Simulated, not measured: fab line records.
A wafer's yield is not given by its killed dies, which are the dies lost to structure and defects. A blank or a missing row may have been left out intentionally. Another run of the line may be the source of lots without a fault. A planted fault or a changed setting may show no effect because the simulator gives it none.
Matching of chambers	flow n5-finfet	N5_HKMG_FIN_DESCUM_53 on rie-diel-02: 4 sister chambers
The step chemistry O2, time 7.9 s. 4 wafers are shown with their chamber, then 9 later ones without.

## WAFERS WITH THEIR CHAMBER
wafer	chamber	throttle-valve-pct (%)
L087.5	1	20.33
L091.1	2	20.49
L091.2	3	20.49
L091.4	0	20.82

## WAFERS WITHOUT THEIR CHAMBER
wafer	throttle-valve-pct (%)
L092.1	20.48
L092.2	20.49
L092.3	20.82
L095.2	20.49
L095.5	20.52
L095.6	20.52
L096.3	20.52
L096.5	20.37
L096.6	20.51

## THE CHAMBER EACH PASSED THROUGH
wafer	from the rows above	in truth
L092.1	can't be placed: 2 or 3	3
L092.2	can't be placed: 2 or 3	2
L092.3	0	0
L095.2	can't be placed: 2 or 3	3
L095.5	can't be placed: 2 or 3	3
L095.6	can't be placed: 2 or 3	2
L096.3	can't be placed: 2 or 3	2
L096.5	1	1
L096.6	can't be placed: 2 or 3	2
Correct placement for 2 of the 9. Cannot be placed on the basis of these rows: 7; the candidates contain the true chamber in 7. Number placed wrongly: 0.
How it was worked out, from the rows above alone: a wafer's distance from a chamber is the root of the sum, over the readings, of the square of ((its reading less the chamber's mean) divided by the reading's scatter). The wafer belongs to the nearest chamber; if the next one is less than 2 further off, it can't be placed. Each chamber's mean is taken over the wafers shown for it. The scatter: root of mean squared gap, hidden wafer to nearest shown wafer, with one shown wafer a chamber.
